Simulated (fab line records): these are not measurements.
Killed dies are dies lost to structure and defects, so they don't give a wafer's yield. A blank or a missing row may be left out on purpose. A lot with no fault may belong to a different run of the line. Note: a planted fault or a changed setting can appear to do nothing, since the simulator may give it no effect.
Which tool is to blame? | flow nandHarc | 24 lots with 72 wafers sampled at 3 steps, on a route of 1302 steps

== WHAT THE GAUGES SHOWED, per wafer ==
NHARC_A_CONTACT_OVL_MEAS_70. Usual: overlayXNm -0.1 nm, standard deviation 0.72; overlayYNm 0.0 nm, standard deviation 0.68.
lot  | measured     | on         | overlayXNm (nm) | overlayYNm (nm) | flag
L075 | day 22 13:21 | overlay-01 | 0.8 0.8 0.5     | -0.1 0.0 0.0    | 
L074 | day 22 13:39 | overlay-02 | -0.9 -0.7 -0.5  | 1.1 1.0 0.8     | 
L077 | day 22 18:30 | overlay-02 | 0.1 -0.5 0.2    | 0.2 0.3 0.2     | 
L076 | day 22 23:23 | overlay-01 | -0.5 -0.5 -0.9  | -0.7 -0.1 -1.2  | 
L078 | day 23 06:19 | overlay-01 | -1.2 -1.3 -1.5  | 0.6 0.2 0.9     | 
L081 | day 24 08:25 | overlay-01 | -0.5 -0.4 -0.5  | 0.3 0.3 0.4     | 
L080 | day 24 15:23 | overlay-02 | -0.5 -0.8 -0.3  | -0.7 -0.4 -0.4  | 
L079 | day 24 19:09 | overlay-02 | 1.3 0.8 1.2     | -0.6 -0.2 -0.2  | 
L082 | day 25 18:22 | overlay-02 | 0.6 1.0 1.1     | -0.3 0.0 -0.2   | 
L083 | day 25 21:38 | overlay-02 | 0.3 -0.2 -0.1   | -0.3 0.1 0.1    | 
L084 | day 25 23:40 | overlay-01 | -0.3 -0.2 -0.3  | 0.6 0.5 1.0     | 
L085 | day 26 01:05 | overlay-02 | 0.0 0.0 0.2     | -0.6 -1.2 -0.6  | 
L086 | day 26 14:11 | overlay-02 | 0.1 -0.7 -0.1   | 0.4 0.2 0.4     | 
L088 | day 27 21:32 | overlay-02 | -0.1 -0.3 0.6   | 1.4 1.5 1.3     | 
L087 | day 27 21:46 | overlay-01 | -0.6 -0.6 -1.1  | -0.3 -0.2 -0.2  | 
L089 | day 28 04:05 | overlay-01 | 0.4 0.5 0.4     | 0.8 1.3 1.2     | 
L090 | day 28 12:03 | overlay-02 | 0.6 -0.1 -0.2   | 0.7 1.0 0.5     | 
L091 | day 28 23:52 | overlay-02 | -0.3 -0.6 -0.6  | -1.1 -0.8 -1.4  | 
L094 | day 29 18:30 | overlay-01 | -0.3 -0.1 -0.3  | -0.3 0.4 0.1    | 
L092 | day 29 20:42 | overlay-02 | -1.6 -1.5 -1.4  | -0.9 -0.6 -0.9  | 
L093 | day 30 01:43 | overlay-02 | 0.0 -0.1 0.2    | -1.1 -0.1 -0.5  | 
L096 | day 31 00:46 | overlay-01 | 0.4 0.3 0.2     | 0.6 0.4 0.2     | 
L095 | day 31 11:55 | overlay-01 | 1.3 1.1 1.5     | -0.3 -0.2 -0.2  | 
L097 | day 31 20:04 | overlay-02 | -0.3 0.2 0.5    | -0.6 0.3 -0.3   | 

== WHAT TOOL EACH LOT RAN ON (gives the tool, then ch and the chambers of the sampled wafers, and finally the start) ==
lot  | NHARC_A_WL_FILL_CVD_20                  | NHARC_A_WL_FILL_CMP_12
L075 | cvdW-02 ch 0,1, day 21 14:25 or earlier | cmp-03 ch 0,2,3, day 21 14:25
L074 | cvdW-02 ch 0,1, day 21 14:31 or earlier | cmp-04 ch 0,1, day 21 14:31
L077 | cvdW-02 ch 0,1, day 22 00:22 or earlier | cmp-01 ch 0,1,3, day 22 00:22
L076 | cvdW-01 ch 0,1, day 22 00:25 or earlier | cmp-04 ch 0,2, day 22 00:25
L078 | cvdW-01 ch 0,1, day 22 08:34 or earlier | cmp-03 ch 0,1,3, day 22 08:34
L081 | cvdW-01 ch 0,1, day 23 15:19 or earlier | cmp-03 ch 1,2,3, day 23 15:19
L080 | cvdW-01 ch 0,1, day 23 18:57 or earlier | cmp-04 ch 1,3, day 23 18:57
L079 | cvdW-02 ch 1, day 24 00:53 or earlier   | cmp-01 ch 1,3, day 24 00:53
L082 | cvdW-02 ch 0,1, day 24 22:53 or earlier | cmp-04 ch 2,3, day 24 22:53
L083 | cvdW-01 ch 0,1, day 24 22:51 or earlier | cmp-03 ch 0,2,3, day 24 22:51
L084 | cvdW-01 ch 0,1, day 25 05:43 or earlier | cmp-01 ch 0,3, day 25 05:43
L085 | cvdW-02 ch 0,1, day 25 08:47 or earlier | cmp-01 ch 0,2,3, day 25 08:47
L086 | cvdW-02 ch 0,1, day 25 20:41 or earlier | cmp-01 ch 2,3, day 25 20:41
L088 | cvdW-02 ch 0,1, day 27 02:47 or earlier | cmp-01 ch 0,2,3, day 27 02:47
L087 | cvdW-01 ch 0,1, day 27 02:47 or earlier | cmp-04 ch 1,3, day 27 02:47
L089 | cvdW-02 ch 0,1, day 27 05:54 or earlier | cmp-01 ch 1,2,3, day 27 05:54
L090 | cvdW-01 ch 0,1, day 27 15:52 or earlier | cmp-04 ch 0,1,3, day 27 15:52
L091 | cvdW-02 ch 0,1, day 28 07:16 or earlier | cmp-04 ch 1,2, day 28 07:16
L094 | cvdW-02 ch 0,1, day 29 00:59 or earlier | cmp-04 ch 0,1,2, day 29 00:59
L092 | cvdW-02 ch 0,1, day 29 01:07 or earlier | cmp-01 ch 0,2,3, day 29 01:07
L093 | cvdW-02 ch 0,1, day 29 07:02 or earlier | cmp-03 ch 0,3, day 29 07:02
L096 | cvdW-01 ch 0,1, day 30 08:17 or earlier | cmp-01 ch 1,2, day 30 08:17
L095 | cvdW-01 ch 0,1, day 30 13:51 or earlier | cmp-03 ch 1,2, day 30 13:51
L097 | cvdW-02 ch 0,1, day 30 21:50 or earlier | cmp-01 ch 0,1,2, day 30 21:50
- NHARC_A_WL_FILL_CVD_20: deposits W, target thk 100 nm, time 74 s.
- NHARC_A_WL_FILL_CMP_12: polishes, t overpolish 30 s, target thk 100 nm.

== AS READ BY THE TOOLS THEMSELVES (means over the sampled wafers that have a number; for cases with no such wafer, the mark the record gives instead) ==
NHARC_A_WL_FILL_CVD_20. Usual: heaterPowerW 915 W, standard deviation 130; throttleValvePct 8.11 %, standard deviation 0.27.
lot  | tool    | heaterPowerW (W) | throttleValvePct (%) | flag
L075 | cvdW-02 | 955              | 8.26                 | 
L074 | cvdW-02 | 956              | 8.02                 | 
L077 | cvdW-02 | 967              | 8.21                 | 
L076 | cvdW-01 | 801              | 8.03                 | 
L078 | cvdW-01 | 773              | 7.95                 | 
L081 | cvdW-01 | 796              | 8.02                 | 
L080 | cvdW-01 | 766              | 8.00                 | 
L079 | cvdW-02 | 1085             | 8.25                 | 
L082 | cvdW-02 | 966              | 8.15                 | 
L083 | cvdW-01 | 766              | 7.77                 | 
L084 | cvdW-01 | 806              | 7.75                 | 
L085 | cvdW-02 | 1031             | 8.40                 | 
L086 | cvdW-02 | 1027             | 8.44                 | 
L088 | cvdW-02 | 1052             | 8.41                 | 
L087 | cvdW-01 | 814              | 7.97                 | 
L089 | cvdW-02 | 955              | 8.34                 | 
L090 | cvdW-01 | 811              | 7.73                 | 
L091 | cvdW-02 | 1001             | 8.09                 | 
L094 | cvdW-02 | 1048             | 8.10                 | 
L092 | cvdW-02 | 1035             | 8.18                 | 
L093 | cvdW-02 | 989              | 8.10                 | 
L096 | cvdW-01 | 819              | 7.97                 | 
L095 | cvdW-01 | 782              | 8.08                 | 
L097 | cvdW-02 | 1045             | 8.17                 | 

NHARC_A_WL_FILL_CMP_12. Usual: motorCurrentA 12.5 A, standard deviation 1.1; overpolishRunS 30.001 s, standard deviation 0.0091; timeToEndpointS 19.7 s, standard deviation 2.6.
lot  | tool   | motorCurrentA (A) | overpolishRunS (s) | timeToEndpointS (s) | flag
L075 | cmp-03 | 11.2              | 30.002             | 22.6                | 
L074 | cmp-04 | 12.7              | 29.992             | 17.2                | 
L077 | cmp-01 | 13.0              | 30.008             | 18.6                | 
L076 | cmp-04 | 13.3              | 30.001             | 17.5                | 
L078 | cmp-03 | 11.3              | 29.991             | 18.5                | 
L081 | cmp-03 | 11.3              | 29.990             | 22.0                | 
L080 | cmp-04 | 13.2              | 30.000             | 18.6                | 
L079 | cmp-01 | 12.8              | 30.009             | 19.4                | 
L082 | cmp-04 | 13.0              | 29.999             | 17.4                | 
L083 | cmp-03 | 11.1              | 30.006             | 22.4                | 
L084 | cmp-01 | 12.6              | 30.007             | 18.0                | 
L085 | cmp-01 | 13.3              | 29.994             | 19.8                | 
L086 | cmp-01 | 13.0              | 30.000             | 19.6                | 
L088 | cmp-01 | 13.4              | 30.002             | 19.4                | 
L087 | cmp-04 | 12.6              | 29.988             | 21.0                | 
L089 | cmp-01 | 13.3              | 29.996             | 19.8                | 
L090 | cmp-04 | 12.8              | 29.994             | 21.1                | 
L091 | cmp-04 | 13.8              | 30.002             | 24.1                | 
L094 | cmp-04 | 13.0              | 30.001             | 22.2                | 
L092 | cmp-01 | 13.1              | 30.004             | 19.8                | 
L093 | cmp-03 | 11.2              | 30.002             | 20.6                | 
L096 | cmp-01 | 13.3              | 30.008             | 18.8                | 
L095 | cmp-03 | 10.6              | 30.002             | 20.4                | 
L097 | cmp-01 | 13.4              | 30.003             | 17.2                | 

== THE ANSWER, worked out from the rows above alone ==
Rule: lot off if the mean of its wafers having a number is beyond 3 standard deviations from the usual mean. A lot without any number at a reading at which 4 lots or more have one is off too. The other lots that the step has rows for count as sound. First the gauges in route order, then the tools' own readings, where a lot's mean is used as printed above. At the first step where some lot is off, the reading lying furthest off is the one used; lots without a number count as furthest.
Across all readings shown, no lot is off: no conclusion can be drawn from this.

== WHAT HAD BEEN PUT IN BY THE SIMULATOR ==
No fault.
